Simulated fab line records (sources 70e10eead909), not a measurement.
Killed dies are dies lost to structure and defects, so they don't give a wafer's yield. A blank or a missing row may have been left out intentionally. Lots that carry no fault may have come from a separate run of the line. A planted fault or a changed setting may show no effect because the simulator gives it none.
fab line records    flow nand_harc    part 1 of 2: steps 1 to 4 of 6
record: lots: 23  wafers: 69  last_day: 33
route steps=1302 shown P_ZERO_WELL@16 P_STI@88 P_GATE@190 P_CONTACT@219
lots with no fault: from the same line, run without faults
start_h: hours from the record's opening day to when the first of the lot's shown wafers began    wait_h: hours from the lot's prior step to this one    " unchanged from the row above    L1.1+2: a row that stands for several wafers    - no value, or no start given    * or withheld: withheld    < > ~ a bound
route shown NAME@n: a module of which the file shows steps, and the number in the route of the first    usual: the fault-free wafers' mean and standard deviation    same: alike in all rows    chamber/n: place in a boat    sites: each site's reading    _std_site: standard deviation of those values    _edge_site: the outer-site mean with the inner-site mean subtracted    radius_mm: for every site, how far away it sits from the centre of the wafer    mask NAME#n: copy n    behind: the tool/chamber that last shaped the wafer    hold: cause of the lot's hold/its duration in hours/its outcome    device: which transistor (n, p or np) failed to switch    end of line: the route-end tests of the same wafers    a step with no rows: only its recipe    killed: not the wafer's yield, but the dies lost to structure and defects at the first sort    map: per-die view of a wafer (x killed, . not killed, _ where there is no die)
set.NAME: the setting as run; set.NAME@STEP: as run at that earlier step    model.NAME: the simulator's own value behind a step, which no gauge read
the route's steps for a sample of lots (tables are steps, rows are wafers)
services: from which hour (start_h, from the record's first day; less than 0 if before it) a tool's chamber was out of use, for how many hours, and why
== steps ==
step: NHARC_P_ZERO_WELL_DESCUM_13
recipe: time_s: 3  o2_flow_sccm: 200  ar_flow_sccm: 0  bias_power_w: 0  chemistry: O2
usual: drypump_motor_current_A: 5.7/0.37  oes_product_au: 0.998/0.0094  rf_vpp_V: 58.0/0.92  showerhead_plenum_p_Torr: 1.92/0.041  throttle_valve_pct: 11.311/0.0099
lot.wafer  tool         chamber  start_h  wait_h  drypump_motor_current_A  oes_product_au  rf_hours_counter_h  rf_vpp_V  showerhead_plenum_p_Torr  throttle_valve_pct
L074.3     rie_diel-07  2        21.40    -       5.4                      1.001           20                  58.3      2.07                      11.333
L074.4     "            0        "        "       6.3                      0.995           21                  56.9      1.90                      11.321
L074.5     "            3        "        "       5.0                      1.022           -                   57.1      1.93                      11.307
L075.3     rie_diel-11  0        31.41    -       5.7                      0.976           44                  58.0      1.94                      11.314
L075.1     "            1        "        "       5.8                      0.977           26                  56.6      1.91                      11.311
L075.5     "            1        "        "       5.8                      0.979           -                   57.8      1.91                      11.307
L076.1     rie_diel-07  1        41.43    -       6.1                      0.990           26                  57.6      1.92                      11.306
L076.4     "            2        "        "       5.5                      0.991           28                  59.8      2.07                      11.330
L076.5     "            1        "        "       6.1                      0.997           -                   58.3      1.92                      11.296
L077.1     rie_diel-08  0        51.40    -       5.5                      1.002           5                   58.5      1.93                      11.286
L077.2     "            1        "        "       5.6                      0.996           6                   59.3      1.94                      11.299
L077.5     "            1        "        "       5.6                      0.985           -                   57.5      1.94                      11.331
L078.1     rie_diel-08  0        61.39    -       5.4                      0.996           7                   58.0      1.93                      11.298
L078.2     "            1        "        "       5.7                      0.986           8                   57.9      1.93                      11.312
L078.5     "            1        "        "       5.7                      1.005           -                   58.2      1.93                      11.305
L079.1     rie_diel-08  3        71.40    -       5.9                      0.996           13                  57.7      1.89                      11.310
L079.3     "            2        "        "       6.2                      0.999           10                  57.7      1.90                      11.300
L079.5     "            3        "        "       5.9                      0.995           -                   56.7      1.89                      11.316
L080.4     rie_diel-08  3        81.41    -       5.9                      1.002           15                  58.9      1.89                      11.301
L080.5     "            2        "        "       6.2                      1.005           -                   57.6      1.90                      11.314
L080.6     "            3        "        "       5.9                      0.997           -                   58.8      1.89                      11.312
L081.4     rie_diel-08  0        91.28    -       5.5                      0.994           16                  57.9      1.93                      11.319
L081.2     "            2        "        "       6.2                      1.002           17                  58.0      1.90                      11.308
L081.5     "            3        "        "       6.0                      0.996           -                   58.4      1.89                      11.298
L082.1     rie_diel-08  2        101.53   -       6.2                      1.013           21                  56.3      1.90                      11.301
L082.2     "            0        "        "       5.5                      0.998           19                  56.8      1.93                      11.318
L082.4     "            1        "        "       5.6                      0.993           21                  56.3      1.93                      11.315
L083.3     rie_diel-08  3        111.28   -       5.9                      1.004           25                  58.6      1.89                      11.318
L083.1     "            0        "        "       5.5                      0.976           21                  57.5      1.93                      11.330
L083.6     "            2        "        "       6.2                      0.997           -                   59.0      1.90                      11.305
L084.2     rie_diel-11  1        121.30   -       5.9                      0.989           13                  57.9      1.90                      11.328
L084.5     "            2        "        "       5.4                      1.001           -                   57.8      1.90                      11.324
L084.6     "            3        "        "       5.1                      0.988           -                   58.4      1.94                      11.298
L085.4     rie_diel-11  1        131.40   -       5.8                      1.000           14                  58.6      1.90                      11.301
L085.5     "            0        "        "       5.8                      1.000           -                   57.6      1.93                      11.302
L085.6     "            1        "        "       5.8                      1.013           -                   60.0      1.90                      11.305
L086.1     rie_diel-11  2        141.47   -       5.4                      0.992           14                  58.6      1.90                      11.327
L086.2     "            3        "        "       5.1                      0.988           15                  57.2      1.94                      11.309
L086.5     "            1        "        "       5.9                      0.998           -                   57.9      1.90                      11.328
L087.1     rie_diel-07  3        151.54   -       5.0                      1.008           8                   57.2      1.91                      11.303
L087.2     "            1        "        "       6.1                      0.987           10                  57.8      1.90                      11.295
L087.6     "            2        "        "       5.4                      1.016           -                   59.6      2.06                      11.326
L088.3     rie_diel-07  3        161.35   -       5.0                      0.995           10                  59.1      1.91                      11.308
L088.2     "            0        "        "       6.3                      0.994           12                  59.0      1.88                      11.314
L088.6     "            0        "        "       6.3                      0.987           -                   58.3      1.88                      11.303
L089.2     rie_diel-08  2        171.28   -       6.2                      0.991           44                  57.6      1.89                      11.315
L089.4     "            1        "        "       5.6                      0.982           45                  57.6      1.92                      11.328
L089.6     "            2        "        "       6.2                      1.009           -                   57.4      1.89                      11.309
L090.3     rie_diel-08  2        181.27   -       6.2                      1.001           48                  58.1      1.89                      11.304
L090.1     "            3        "        "       5.9                      0.995           49                  57.3      1.88                      11.308
L090.2     "            0        "        "       5.5                      0.988           45                  58.1      1.92                      11.310
L092.4     rie_diel-11  3        201.42   -       5.1                      1.001           36                  59.0      1.93                      11.316
L092.2     "            0        "        "       5.7                      1.006           37                  60.3      1.93                      11.306
L092.1     "            1        "        "       5.8                      0.994           37                  57.8      1.90                      11.322
L093.4     rie_diel-08  3        211.33   -       5.9                      0.982           1                   57.1      1.88                      11.305
L093.6     "            0        "        "       5.5                      0.999           -                   55.9      1.92                      11.314
L093.5     "            1        "        "       5.6                      1.003           -                   57.0      1.92                      11.318
L094.2     rie_diel-08  1        221.40   -       5.7                      0.996           3                   57.0      1.92                      11.284
L094.5     "            0        "        "       5.5                      0.985           -                   57.5      1.92                      11.309
L094.6     "            1        "        "       5.6                      0.997           -                   56.6      1.92                      11.311
L095.2     rie_diel-07  1        231.29   -       6.1                      0.992           36                  59.5      1.90                      11.299
L095.1     "            3        "        "       5.0                      1.011           34                  57.1      1.90                      11.304
L095.6     "            1        "        "       6.1                      0.978           -                   59.4      1.89                      11.320
L096.1     rie_diel-11  1        241.40   -       5.8                      1.000           54                  58.1      1.89                      11.303
L096.2     "            0        "        "       5.8                      1.001           54                  58.3      1.92                      11.293
L096.5     "            1        "        "       5.8                      1.001           -                   57.9      1.89                      11.310
L097.1     rie_diel-11  2        251.27   -       5.4                      1.006           54                  57.9      1.88                      11.323
L097.3     "            3        "        "       5.1                      1.008           53                  57.8      1.93                      11.321
L097.4     "            1        "        "       5.8                      1.010           -                   57.7      1.89                      11.318
step: NHARC_P_STI_ETCH_42
recipe: target_depth_a: 800  overetch_a: 240  time_s: 61  ion_energy_ev: 200  n2_flow_sccm: 150  h2_flow_sccm: 150  ar_flow_sccm: 0  rf_w: 400  bias_w: 150  chemistry: N2/H2
usual: drypump_motor_current_A: 5.7/0.43  oes_product_au: 1.000/0.011  rf_vpp_V: 432.0/2.2  showerhead_plenum_p_Torr: 2.09/0.075  throttle_valve_pct: 14.171/0.0094
lot.wafer  tool         chamber  start_h  wait_h  drypump_motor_current_A  oes_product_au  rf_hours_counter_h  rf_vpp_V  showerhead_plenum_p_Torr  throttle_valve_pct
L074.4     rie_diel-09  3        43.55    0.1     6.3                      0.996           3                   432.7     2.15                      14.169
L074.3     "            0        "        "       6.5                      1.007           4                   433.9     2.18                      14.172
L074.5     "            3        "        "       6.3                      0.997           -                   434.9     2.15                      14.179
L075.1     rie_diel-09  2        58.21    0.1     5.2                      1.026           5                   435.0     2.20                      14.160
L075.3     "            3        "        "       6.3                      1.007           4                   432.7     2.15                      14.168
L075.5     "            3        "        "       6.3                      1.000           -                   434.3     2.15                      14.176
L076.4     rie_diel-09  3        65.15    0.1     6.3                      0.994           4                   432.1     2.15                      14.171
L076.1     "            1        "        "       5.2                      0.996           6                   433.1     2.14                      14.176
L076.5     "            0        "        "       6.5                      1.020           -                   435.5     2.18                      14.173
L077.1     rie_diel-05  2        72.56    0.1     5.2                      0.997           1                   433.7     2.15                      14.165
L077.2     "            3        "        "       6.0                      1.018           1                   431.7     2.06                      14.161
L077.5     "            2        "        "       5.2                      0.986           -                   433.9     2.15                      14.176
L078.2     rie_diel-05  2        83.60    0.1     5.1                      0.995           1                   434.7     2.15                      14.186
L078.1     "            0        "        "       5.6                      0.997           1                   429.8     2.01                      14.173
L078.5     "            2        "        "       5.2                      0.984           -                   433.8     2.15                      14.178
L079.3     rie_diel-09  1        92.67    0.1     5.2                      1.013           8                   432.4     2.14                      14.158
L079.1     "            3        "        "       6.3                      1.010           6                   432.8     2.15                      14.162
L079.5     "            0        "        "       6.5                      1.013           -                   434.8     2.18                      14.173
L080.4     rie_diel-09  0        102.65   0.1     6.5                      0.990           8                   434.2     2.18                      14.172
L080.5     "            0        "        "       6.5                      1.006           -                   434.3     2.18                      14.166
L080.6     "            1        "        "       5.2                      0.993           -                   432.8     2.14                      14.161
L081.4     rie_diel-09  1        113.26   0.1     5.1                      1.000           10                  431.7     2.13                      14.191
L081.2     "            2        "        "       5.2                      1.007           9                   436.3     2.20                      14.184
L081.5     "            2        "        "       5.2                      1.004           -                   434.1     2.20                      14.175
L082.4     rie_diel-05  2        123.11   0.1     5.2                      0.992           3                   433.9     2.15                      14.162
L082.1     "            3        "        "       6.0                      0.997           3                   429.8     2.06                      14.174
L082.2     "            0        "        "       5.6                      1.000           2                   429.6     2.01                      14.172
L083.3     rie_diel-09  1        134.01   0.1     5.2                      1.003           10                  433.0     2.13                      14.161
L083.1     "            3        "        "       6.3                      0.997           8                   433.0     2.14                      14.164
L083.6     "            0        "        "       6.5                      1.004           -                   434.1     2.18                      14.176
L084.2     rie_diel-03  3        150.24   0.1     6.0                      0.994           2                   430.8     2.08                      14.183
L084.5     "            2        "        "       5.9                      1.004           -                   433.6     2.12                      14.176
L084.6     "            3        "        "       6.0                      0.993           -                   430.1     2.08                      14.175
L085.4     rie_diel-05  1        150.41   0.1     6.0                      0.989           4                   427.4     1.94                      14.177
L085.6     "            2        "        "       5.2                      1.003           -                   434.7     2.15                      14.157
L085.5     "            3        "        "       6.0                      1.005           -                   431.2     2.06                      14.174
L086.2     rie_diel-09  0        164.68   0.1     6.5                      0.997           0                   436.1     2.18                      14.167
L086.1     "            1        "        "       5.1                      0.990           1                   434.1     2.13                      14.187
L086.5     "            0        "        "       6.5                      0.993           -                   434.5     2.18                      14.175
L087.1     rie_diel-03  3        174.29   0.1     6.0                      0.990           6                   432.2     2.08                      14.179
L087.2     "            1        "        "       5.5                      0.981           6                   431.5     2.03                      14.189
L087.6     "            0        "        "       5.6                      1.010           -                   430.8     2.05                      14.157
L088.3     rie_diel-03  0        183.90   0.1     5.6                      1.007           6                   430.6     2.05                      14.166
L088.2     "            1        "        "       5.5                      0.992           7                   430.8     2.03                      14.160
L088.6     "            1        "        "       5.5                      0.987           -                   431.0     2.03                      14.167
L089.2     rie_diel-05  0        194.40   0.1     5.6                      0.998           7                   429.9     2.01                      14.165
L089.4     "            1        "        "       6.0                      0.978           7                   427.7     1.93                      14.182
L089.6     "            3        "        "       6.0                      1.001           -                   432.1     2.06                      14.185
L090.3     rie_diel-03  3        204.52   0.1     6.0                      0.997           9                   432.4     2.07                      14.171
L090.2     "            0        "        "       5.6                      1.009           8                   430.6     2.05                      14.181
L090.1     "            1        "        "       5.5                      1.002           9                   429.6     2.03                      14.179
L092.4     rie_diel-03  3        223.45   0.1     6.0                      0.989           10                  431.2     2.07                      14.162
L092.1     "            0        "        "       5.6                      1.005           10                  430.0     2.05                      14.174
L092.2     "            1        "        "       5.5                      0.987           10                  430.1     2.03                      14.169
L093.4     rie_diel-03  2        235.20   0.1     5.9                      1.013           12                  431.7     2.12                      14.178
L093.6     "            1        "        "       5.5                      0.993           -                   430.4     2.03                      14.163
L093.5     "            2        "        "       5.9                      1.011           -                   434.1     2.12                      14.154
L094.2     rie_diel-05  1        245.82   0.1     6.0                      0.992           0                   426.3     1.93                      14.189
L094.5     "            3        "        "       6.0                      1.002           -                   430.0     2.06                      14.169
L094.6     "            0        "        "       5.6                      1.022           -                   429.6     2.00                      14.167
L095.1     rie_diel-05  1        253.10   0.1     6.0                      0.994           0                   427.3     1.93                      14.166
L095.2     "            0        "        "       5.6                      1.010           0                   429.4     2.00                      14.174
L095.6     "            2        "        "       5.2                      1.007           -                   432.6     2.15                      14.168
L096.2     rie_diel-03  0        263.15   0.1     5.6                      1.000           13                  431.8     2.05                      14.167
L096.1     "            3        "        "       6.0                      1.003           13                  431.2     2.07                      14.173
L096.5     "            1        "        "       5.5                      0.979           -                   430.8     2.03                      14.177
L097.3     rie_diel-03  0        276.35   0.1     5.6                      0.990           14                  431.0     2.05                      14.161
L097.1     "            2        "        "       5.9                      1.008           14                  434.6     2.12                      14.166
L097.4     "            3        "        "       6.0                      0.986           15                  432.7     2.07                      14.179
step: NHARC_P_GATE_STRIP_76
recipe: power_w: 1500  temp_c: 250  chemistry: O2
usual: drypump_motor_current_A: 5.5/0.44  heater_power_w: 331/28
lot.wafer  tool             chamber  start_h  wait_h  drypump_motor_current_A  heater_power_w  rf_hours_counter_h
L074.4     plasma_asher-01  0        113.20   0.2     5.1                      304             -
L074.3     "                1        "        "       5.3                      347             -
L074.5     "                0        "        "       5.1                      309             -
L076.1     plasma_asher-02  1        126.26   0.2     6.0                      322             8
L076.4     "                0        "        "       6.2                      344             -
L076.5     "                1        "        "       6.0                      309             -
L075.1     plasma_asher-01  1        126.47   0.2     5.3                      368             16
L075.3     "                0        "        "       5.1                      300             -
L075.5     "                1        "        "       5.3                      353             -
L077.1     plasma_asher-02  0        142.88   0.2     6.2                      332             11
L077.2     "                1        "        "       6.0                      315             11
L077.5     "                0        "        "       6.2                      348             -
L078.1     plasma_asher-01  1        143.53   0.2     5.3                      366             20
L078.2     "                0        "        "       5.0                      310             20
L078.5     "                1        "        "       5.3                      356             -
L079.1     plasma_asher-01  0        155.93   0.2     5.1                      311             26
L079.3     "                1        "        "       5.3                      363             -
L079.5     "                1        "        "       5.3                      370             -
L080.4     plasma_asher-02  1        170.62   0.2     6.0                      311             -
L080.6     "                1        "        "       6.0                      320             -
L080.5     "                0        "        "       6.2                      347             -
L081.2     plasma_asher-02  0        186.64   0.2     6.2                      347             18
L081.4     "                1        "        "       6.0                      324             -
L081.5     "                0        "        "       6.2                      344             -
L082.1     plasma_asher-01  0        198.18   0.2     5.1                      310             33
L082.2     "                1        "        "       5.3                      349             33
L082.4     "                1        "        "       5.4                      362             -
L083.1     plasma_asher-02  1        202.23   0.2     6.0                      314             21
L083.3     "                1        "        "       6.0                      316             -
L083.6     "                1        "        "       6.0                      313             -
L085.4     plasma_asher-01  1        217.53   0.2     5.4                      360             -
L085.5     "                1        "        "       5.4                      365             -
L085.6     "                0        "        "       5.1                      317             -
L084.2     plasma_asher-01  0        219.34   0.2     5.1                      305             39
L084.6     "                1        "        "       5.3                      367             -
L084.5     "                0        "        "       5.1                      303             -
L086.2     plasma_asher-02  1        229.70   0.2     6.0                      321             28
L086.1     "                0        "        "       6.1                      340             28
L086.5     "                0        "        "       6.2                      348             -
L087.2     plasma_asher-01  0        239.11   0.2     5.1                      298             1
L087.1     "                1        "        "       5.3                      367             1
L087.6     "                0        "        "       5.0                      287             -
L088.2     plasma_asher-01  1        259.94   0.2     5.4                      362             6
L088.3     "                0        "        "       5.1                      292             -
L088.6     "                1        "        "       5.4                      368             -
L089.2     plasma_asher-01  0        260.92   0.2     5.1                      294             6
L089.4     "                0        "        "       5.0                      303             -
L089.6     "                0        "        "       5.0                      292             -
L090.2     plasma_asher-01  1        271.28   0.2     5.3                      363             8
L090.1     "                0        "        "       5.1                      297             8
L090.3     "                1        "        "       5.3                      363             -
L092.1     plasma_asher-02  1        287.32   0.2     6.0                      331             8
L092.2     "                0        "        "       6.2                      334             8
L092.4     "                0        "        "       6.2                      323             -
L093.4     plasma_asher-01  1        303.00   0.1     5.3                      374             -
L093.6     "                0        "        "       5.0                      297             -
L093.5     "                1        "        "       5.3                      360             -
L094.2     plasma_asher-01  1        315.04   0.2     5.3                      368             17
L094.6     "                1        "        "       5.4                      363             -
L094.5     "                0        "        "       5.1                      287             -
L095.2     plasma_asher-01  0        320.84   0.2     5.1                      285             19
L095.1     "                1        "        "       5.3                      360             19
L095.6     "                0        "        "       5.1                      294             -
L096.1     plasma_asher-01  1        330.41   0.2     5.3                      371             24
L096.2     "                0        "        "       5.1                      294             24
L096.5     "                1        "        "       5.4                      384             -
L097.1     plasma_asher-01  1        343.13   0.2     5.3                      360             30
L097.4     "                1        "        "       5.3                      373             -
L097.3     "                0        "        "       5.1                      294             -
step: NHARC_P_CONTACT_CMP_01
recipe: target_thk_nm: 200  material: SiO2
usual: edge_zone_pressure_frac: 1.000/0.005  motor_current_A: 12.1/1  slurry_filter_dp_kPa: 13.51/0.14
lot.wafer  tool    chamber  start_h  wait_h  edge_zone_pressure_frac  motor_current_A  slurry_filter_dp_kPa
L074.3     cmp-01  3        117.93   -       0.993                    13.0             13.78
L074.4     "       0        "        "       1.000                    11.7             13.33
L074.5     "       3        "        "       0.994                    12.2             13.67
L076.1     cmp-04  0        131.03   -       0.999                    11.3             13.53
L076.4     "       2        "        "       0.996                    12.5             13.40
L076.5     "       0        "        "       1.001                    11.4             13.40
L075.3     cmp-02  1        131.39   -       0.991                    11.8             13.56
L075.1     "       0        "        "       1.002                    12.3             13.28
L075.5     "       2        "        "       1.008                    12.2             13.48
L077.1     cmp-02  0        147.76   -       1.002                    12.3             13.38
L077.2     "       1        "        "       1.002                    11.6             13.44
L077.5     "       3        "        "       1.006                    12.7             13.55
L078.1     cmp-04  1        148.49   -       1.003                    14.1             13.52
L078.2     "       3        "        "       0.995                    11.2             13.77
L078.5     "       1        "        "       0.994                    14.6             13.62
L079.1     cmp-01  3        160.71   -       1.002                    13.5             13.51
L079.3     "       1        "        "       1.000                    11.4             13.27
L079.5     "       3        "        "       0.995                    12.6             13.58
L080.4     cmp-02  0        175.45   -       0.995                    12.4             13.46
L080.6     "       1        "        "       0.998                    11.7             13.51
L080.5     "       2        "        "       0.998                    11.8             13.69
L081.2     cmp-04  2        191.41   -       0.992                    13.0             13.73
L081.4     "       0        "        "       0.994                    11.5             13.43
L081.5     "       2        "        "       0.986                    13.2             13.45
L082.2     cmp-04  0        202.85   -       0.998                    11.7             13.67
L082.1     "       1        "        "       0.997                    14.2             13.56
L082.4     "       3        "        "       0.996                    10.9             13.47
L083.3     cmp-01  0        207.04   -       1.001                    11.1             13.39
L083.1     "       1        "        "       0.999                    11.7             13.28
L083.6     "       0        "        "       1.006                    11.7             13.47
L085.4     cmp-04  0        222.20   -       0.999                    12.0             13.50
L085.5     "       2        "        "       0.997                    12.8             13.51
L085.6     "       3        "        "       1.006                    11.2             13.51
L084.2     cmp-04  1        224.19   -       0.997                    13.5             13.50
L084.5     "       2        "        "       0.997                    12.7             13.54
L084.6     "       3        "        "       1.005                    10.8             13.41
L086.2     cmp-01  1        234.34   -       1.008                    11.4             13.69
L086.1     "       0        "        "       0.999                    11.7             13.48
L086.5     "       1        "        "       1.002                    11.4             13.53
L087.2     cmp-04  3        243.90   -       1.004                    10.9             13.38
L087.1     "       1        "        "       1.007                    14.5             13.77
L087.6     "       3        "        "       0.996                    10.3             13.52
L088.2     cmp-04  3        264.75   -       1.000                    10.6             13.60
L088.3     "       0        "        "       0.993                    12.3             13.82
L088.6     "       2        "        "       1.006                    12.7             13.23
L089.4     cmp-01  2        265.76   -       1.003                    11.1             13.73
L089.2     "       1        "        "       0.999                    11.6             13.48
L089.6     "       3        "        "       1.008                    12.9             13.53
L090.3     cmp-04  2        276.07   -       0.999                    12.7             13.49
L090.2     "       3        "        "       1.000                    11.7             13.74
L090.1     "       0        "        "       1.006                    12.3             13.50
L092.4     cmp-02  3        292.10   -       0.995                    11.7             13.59
L092.2     "       0        "        "       1.003                    12.7             13.36
L092.1     "       1        "        "       1.001                    12.2             13.63
L093.4     cmp-02  3        307.64   -       1.010                    12.7             13.48
L093.5     "       1        "        "       0.998                    12.0             13.51
L093.6     "       2        "        "       0.997                    11.8             13.54
L094.2     cmp-02  1        319.75   -       0.997                    11.6             13.33
L094.6     "       3        "        "       1.002                    12.0             13.75
L094.5     "       0        "        "       1.002                    12.5             13.68
L095.1     cmp-04  0        325.89   0.5     0.996                    11.9             13.18
L095.2     "       3        "        "       0.994                    10.8             13.24
L095.6     "       0        "        "       0.999                    11.4             13.38
L096.2     cmp-02  2        337.00   -       1.001                    11.5             13.58
L096.1     "       3        "        "       0.997                    12.2             13.64
L096.5     "       1        "        "       0.998                    11.9             13.58
L097.4     cmp-04  1        347.90   -       0.998                    14.6             13.43
L097.3     "       2        "        "       1.001                    12.6             13.32
L097.1     "       0        "        "       0.987                    11.7             13.56
